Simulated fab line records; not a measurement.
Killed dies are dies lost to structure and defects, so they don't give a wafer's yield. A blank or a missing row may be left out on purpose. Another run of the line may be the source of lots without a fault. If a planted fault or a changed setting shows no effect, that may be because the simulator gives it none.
Matching of chambers | flow n5_finfet | pecvd-02 running N5_BEOL_M2_ILD_DEP_00: 3 sister chambers
The step deposits SiOC from DEMS/O2, target thk 79 nm, time 15.3 s. 3 wafers are shown with their chamber, then 12 later ones without.

## WAFERS PAIRED WITH THEIR CHAMBERS
wafer  | chamber | throttle_valve_pct (%)
L080.6 | 2       | 12.1
L085.2 | 1       | 12.0
L085.5 | 0       | 13.2

## WAFERS MISSING THEIR CHAMBER
wafer  | throttle_valve_pct (%)
L090.1 | 11.9
L090.2 | 12.4
L090.3 | 12.9
L090.4 | 11.8
L090.5 | 13.1
L090.6 | 12.2
L092.1 | 12.2
L092.2 | 12.0
L092.3 | 13.1
L097.1 | 11.7
L097.5 | 12.1
L097.6 | 13.3

## WHICH CHAMBER EACH ONE RAN IN
wafer  | from the rows above     | in truth
L090.1 | can't be placed: 1 or 2 | 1
L090.2 | can't be placed: 2 or 1 | 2
L090.3 | 0                       | 0
L090.4 | can't be placed: 1 or 2 | 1
L090.5 | 0                       | 0
L090.6 | can't be placed: 2 or 1 | 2
L092.1 | can't be placed: 2 or 1 | 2
L092.2 | can't be placed: 1 or 2 | 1
L092.3 | 0                       | 0
L097.1 | can't be placed: 1 or 2 | 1
L097.5 | can't be placed: 2 or 1 | 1
L097.6 | 0                       | 0
4 of 12 placed correctly. Not placeable from these rows: 8 (in 8, the candidates include the true chamber). 0 placed wrongly.
How it was worked out, from the rows above alone: a wafer's distance from a chamber is the root of the sum, over the readings, of the square of ((its reading less the chamber's mean) divided by the reading's scatter). If the next closest chamber is less than 2 further off than the closest, the wafer can't be placed; otherwise it belongs to the closest. A chamber's mean is the mean of its shown wafers. The scatter: root of mean squared gap, hidden wafer to nearest shown wafer, with one shown wafer a chamber.
